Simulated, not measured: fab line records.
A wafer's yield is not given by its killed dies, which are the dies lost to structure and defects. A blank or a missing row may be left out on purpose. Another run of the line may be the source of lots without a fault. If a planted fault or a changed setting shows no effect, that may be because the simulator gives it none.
fab line records -- flow n5-finfet -- part 2 of 2: steps 24 to 32 of 32
[record] lots = 5, wafers = 15, last-day = 18
route steps=1938 shown BEOL_M12@1604
lots that met no fault: from a run of the same line without faults
start-h: start of the lot's first displayed wafer, in hours after the record's first day -- wait-h: hours since the lot's step before -- " the same as in the row above -- L1.1+2: a single row standing in for several wafers -- - no value, or no start given -- * or withheld: withheld -- < > ~ a bound
route shown NAME@n: a module of which the file shows steps, and the number in the route of the first -- usual: average and standard deviation across the fault-free wafers -- same: alike in all rows -- chamber/n: place in a boat -- sites: readings site by site -- _std_site: standard deviation of those values -- _edge_site: mean of outer sites minus mean of inner sites -- radius-mm: for every site, how far away it sits from the centre of the wafer -- mask NAME#n: copy n -- behind: tool/chamber where the wafer was last shaped -- hold: what put the lot on hold/how long, in hours/how the hold closed -- device: which transistor (n, p or np) failed to switch -- end of line: the tests these same wafers got at the end of their route -- a step with no rows: only its recipe -- killed: dies lost to structure and defects at the first sort, not the wafer's yield -- map: a wafer's dies, marking killed ones x, the rest . and places with no die _
set.NAME: the setting the step ran with; set.NAME@STEP: the setting that earlier step ran with -- model.NAME: the simulator's own value behind a step, which no gauge read
lots at selected steps of the route; one table per step, one row per wafer
services: the hour from which a tool's chamber was out of use, counted from the record's first day as start-h (under 0 if before that day), plus the number of hours and why
[[steps]]
[step N5_BEOL_M12_SOFTBAKE_23]
[recipe] temp-c = 130, time-s = 60
[usual] resist-line-temp-C = 22.98/0.099
lot.wafer,tool,chamber,start-h,wait-h,resist-line-temp-C
L076.1,litho-track-04,0,-,-,22.97
L076.2,litho-track-04,0,-,-,22.95
L076.6,litho-track-04,0,-,-,23.04
L077.2,litho-track-02,0,-,-,22.97
L077.3,litho-track-02,0,-,-,22.89
L077.4,litho-track-02,0,-,-,22.93
L083.2,litho-track-02,0,-,-,22.92
L083.4,litho-track-02,0,-,-,23.10
L083.6,litho-track-02,0,-,-,23.20
L086.1,litho-track-02,0,-,-,22.93
L086.4,litho-track-02,0,-,-,22.93
L086.6,litho-track-02,0,-,-,22.92
L091.1,litho-track-02,0,-,-,22.80
L091.3,litho-track-02,0,-,-,23.02
L091.5,litho-track-02,0,-,-,23.01
[step N5_BEOL_M12_EXPOSE_25]
[recipe] mask-id = M12, na = 0.93, source-shape = conventional, sigma-outer = 0.4, polarization = unpolarized, dose-mj = 21.8
lot.wafer,tool,chamber,start-h,wait-h,mask
L076.1+2+6,krf-scanner-02,0,260.17,-,M12#0
L077.2+3+4,krf-scanner-02,0,285.92,-,M12#0
L083.2+4+6,krf-scanner-01,0,343.31,-,M12#0
L086.1+4+6,krf-scanner-01,0,370.32,-,M12#0
L091.1+3+5,krf-scanner-02,0,385.93,-,M12#0
[step N5_BEOL_M12_PEB_26]
[recipe] peb-temp-c = 130, peb-time-s = 90
[usual] resist-line-temp-C = 23.01/0.11
lot.wafer,tool,chamber,start-h,wait-h,resist-line-temp-C
L076.1,litho-track-01,0,260.22,0.1,22.82
L076.2,litho-track-01,0,260.22,0.1,22.84
L076.6,litho-track-01,0,260.22,0.1,22.87
L077.2,litho-track-01,0,285.97,0.0,23.12
L077.3,litho-track-01,0,285.97,0.0,23.19
L077.4,litho-track-01,0,285.97,0.0,23.12
L083.2,litho-track-01,0,343.37,0.0,22.93
L083.4,litho-track-01,0,343.37,0.0,23.06
L083.6,litho-track-01,0,343.37,0.0,22.94
L086.1,litho-track-04,0,370.37,0.1,22.93
L086.4,litho-track-04,0,370.37,0.1,23.09
L086.6,litho-track-04,0,370.37,0.1,22.95
L091.1,litho-track-02,0,385.99,0.1,22.95
L091.3,litho-track-02,0,385.99,0.1,23.05
L091.5,litho-track-02,0,385.99,0.1,22.91
[step N5_BEOL_M12_DEVELOP_27]
[recipe] develop-time-s = 45, rinse-liquid = diw, dry = air-spin, dev-temp-c = 21
[usual] resist-line-temp-C = 22.99/0.1
lot.wafer,tool,chamber,start-h,wait-h,resist-line-temp-C
L076.1,litho-track-01,0,-,-,22.97
L076.2,litho-track-01,0,-,-,23.22
L076.6,litho-track-01,0,-,-,23.04
L077.2,litho-track-01,0,-,-,23.08
L077.3,litho-track-01,0,-,-,22.98
L077.4,litho-track-01,0,-,-,22.88
L083.2,litho-track-01,0,-,-,22.97
L083.4,litho-track-01,0,-,-,23.19
L083.6,litho-track-01,0,-,-,23.01
L086.1,litho-track-04,0,-,-,23.09
L086.4,litho-track-04,0,-,-,23.24
L086.6,litho-track-04,0,-,-,23.12
L091.1,litho-track-02,0,-,-,23.00
L091.3,litho-track-02,0,-,-,22.99
L091.5,litho-track-02,0,-,-,22.97
[step N5_BEOL_M12_HARDBAKE_32]
[recipe] temp-c = 130, time-s = 120
[usual] resist-line-temp-C = 23.00/0.12
lot.wafer,tool,chamber,start-h,wait-h,resist-line-temp-C
L076.1,litho-track-01,0,-,-,22.89
L076.2,litho-track-01,0,-,-,22.85
L076.6,litho-track-01,0,-,-,22.96
L077.2,litho-track-01,0,-,-,23.12
L077.3,litho-track-01,0,-,-,23.13
L077.4,litho-track-01,0,-,-,23.09
L083.2,litho-track-01,0,-,-,22.95
L083.4,litho-track-01,0,-,-,22.88
L083.6,litho-track-01,0,-,-,22.93
L086.1,litho-track-04,0,-,-,23.14
L086.4,litho-track-04,0,-,-,22.98
L086.6,litho-track-04,0,-,-,22.88
L091.1,litho-track-02,0,-,-,22.99
L091.3,litho-track-02,0,-,-,23.08
L091.5,litho-track-02,0,-,-,23.20
[step N5_BEOL_M12_CD_MEAS_28]
[recipe] target-cd-nm = 160.2, landing-energy-ev = 500, detector = se-inlens, polarity = opening
[usual] cd-nm = 160.4/1.4
lot.wafer,tool,chamber,start-h,wait-h,cd-nm
L076.1,cd-sem-02,0,260.34,-,159.3
L076.2,cd-sem-02,0,260.34,-,163.4
L076.6,cd-sem-02,0,260.34,-,159.4
L077.2,cd-sem-02,0,286.08,-,158.8
L077.3,cd-sem-02,0,286.08,-,158.9
L077.4,cd-sem-02,0,286.08,-,160.1
L083.2,cd-sem-01,0,343.48,-,163.1
L083.4,cd-sem-01,0,343.48,-,159.8
L083.6,cd-sem-01,0,343.48,-,161.2
L086.1,cd-sem-01,0,370.49,-,157.7
L086.4,cd-sem-01,0,370.49,-,160.5
L086.6,cd-sem-01,0,370.49,-,158.4
L091.1,cd-sem-02,0,386.11,-,162.7
L091.3,cd-sem-02,0,386.11,-,159.1
L091.5,cd-sem-02,0,386.11,-,161.3
[step N5_BEOL_M12_OVL_MEAS_29]
[recipe] points-per-wafer = 44
[usual] M12_OVL = -1/4.7
lot.wafer,tool,chamber,start-h,wait-h,M12_OVL[nm]
L076.1,overlay-02,0,260.37,0.0,5
L076.2,overlay-02,0,260.37,0.0,-1
L076.6,overlay-02,0,260.37,0.0,-2
L077.2,overlay-01,0,286.11,0.0,-1
L077.3,overlay-01,0,286.11,0.0,6
L077.4,overlay-01,0,286.11,0.0,5
L083.2,overlay-02,0,343.51,0.0,-4
L083.4,overlay-02,0,343.51,0.0,-3
L083.6,overlay-02,0,343.51,0.0,0
L086.1,overlay-01,0,370.52,0.0,6
L086.4,overlay-01,0,370.52,0.0,0
L086.6,overlay-01,0,370.52,0.0,0
L091.1,overlay-02,0,386.14,0.0,5
L091.3,overlay-02,0,386.14,0.0,5
L091.5,overlay-02,0,386.14,0.0,6
[step N5_BEOL_M12_INSPECT_30]
[recipe] mode = adi, inspect-instrument = macro
[usual] raw-defect-count = 2.1/1.7
lot.wafer,tool,chamber,start-h,wait-h,raw-defect-count
L076.1,defect-inspect-02,-,260.39,0.0,0
L076.2,defect-inspect-02,-,260.39,0.0,2
L076.6,defect-inspect-02,-,260.39,0.0,0
L077.2,defect-inspect-01,-,286.14,0.0,2
L077.3,defect-inspect-01,-,286.14,0.0,2
L077.4,defect-inspect-01,-,286.14,0.0,1
L083.2,defect-inspect-01,-,343.53,0.0,1
L083.4,defect-inspect-01,-,343.53,0.0,0
L083.6,defect-inspect-01,-,343.53,0.0,0
L086.1,defect-inspect-02,-,370.54,0.0,0
L086.4,defect-inspect-02,-,370.54,0.0,2
L086.6,defect-inspect-02,-,370.54,0.0,6
L091.1,defect-inspect-02,-,386.16,0.0,1
L091.3,defect-inspect-02,-,386.16,0.0,0
L091.5,defect-inspect-02,-,386.16,0.0,4
[step N5_BEOL_M12_DESCUM_33]
[recipe] chemistry = O2, time-s = 7.9, source-power-w = 50, bias-power-w = 20, pressure-mtorr = 20, rf-frequency-hz = 2.712e+07, temp-c = 40, o2-flow-sccm = 225
[usual] drypump-motor-current-A = 5.6/0.35, oes-product-au = 0.84/0.072, rf-vpp-V = 243.7/1.1, showerhead-plenum-p-Torr = 2.13/0.049, throttle-valve-pct = 20.20/0.24
lot.wafer,tool,chamber,start-h,wait-h,drypump-motor-current-A,oes-product-au,rf-hours-counter-h,rf-vpp-V,showerhead-plenum-p-Torr,throttle-valve-pct
L076.1,rie-diel-06,0,260.53,0.1,5.2,0.90,31,244.5,2.14,19.86
L076.2,rie-diel-06,1,260.53,0.1,5.5,0.79,108,242.5,2.11,20.63
L076.6,rie-diel-06,1,260.53,0.1,5.5,0.79,-,244.2,2.11,20.63
L077.2,rie-diel-01,2,286.17,0.0,5.9,0.78,100,245.8,2.20,20.15
L077.3,rie-diel-01,3,286.17,0.0,5.2,0.85,66,243.7,2.12,20.12
L077.4,rie-diel-01,1,286.17,0.0,5.3,0.70,242,245.3,2.14,20.50
L083.2,rie-diel-01,2,343.84,0.3,5.9,0.76,122,244.3,2.19,20.20
L083.4,rie-diel-01,3,343.84,0.3,5.2,0.82,87,244.1,2.11,20.16
L083.6,rie-diel-01,3,343.84,0.3,5.2,0.83,-,242.1,2.11,20.17
L086.1,rie-diel-06,2,370.67,0.1,5.6,0.85,58,243.2,2.13,20.04
L086.4,rie-diel-06,3,370.67,0.1,4.9,0.91,18,246.4,2.22,20.04
L086.6,rie-diel-06,1,370.67,0.1,5.6,0.77,-,244.8,2.10,20.69
L091.1,rie-diel-06,1,386.20,0.0,5.5,0.77,148,245.0,2.10,20.66
L091.3,rie-diel-06,2,386.20,0.0,5.6,0.84,64,244.5,2.12,20.06
L091.5,rie-diel-06,2,386.20,0.0,5.6,0.85,-,242.2,2.12,20.06
[[services]]
tool,chamber,start-h,hours,kind
krf-scanner-01,-,237.39,10.0,repair
krf-scanner-02,-,247.41,1.0,pm
rie-diel-01,-,252.18,2.8,pm
krf-scanner-02,-,271.57,0.8,pm
krf-scanner-02,-,289.44,2.5,repair
litho-track-04,-,307.56,-,consumable-replace:filter
rie-diel-01,1,310.65,-,clean
rie-diel-01,1,310.65,-,consumable-replace:focus-ring
rie-diel-01,1,310.65,29.0,scheduled-down
rie-diel-01,1,310.65,29.0,vent-cycle
wet-bench-03,-,313.83,1.9,pm
krf-scanner-01,-,321.41,1.0,pm
krf-scanner-01,-,329.90,1.0,pm
plasma-asher-01,-,331.44,1.3,repair
krf-scanner-02,-,335.72,1.3,pm
rie-diel-04,1,338.83,3.5,repair
plasma-asher-02,-,348.15,2.1,repair
krf-scanner-01,-,348.95,4.4,pm
rie-diel-06,1,354.22,10.2,repair
rie-diel-01,0,354.91,5.7,repair
krf-scanner-02,-,356.16,0.2,repair
plasma-asher-02,-,362.09,2.8,pm
krf-scanner-01,-,363.72,1.3,pm
krf-scanner-02,-,370.79,3.6,pm
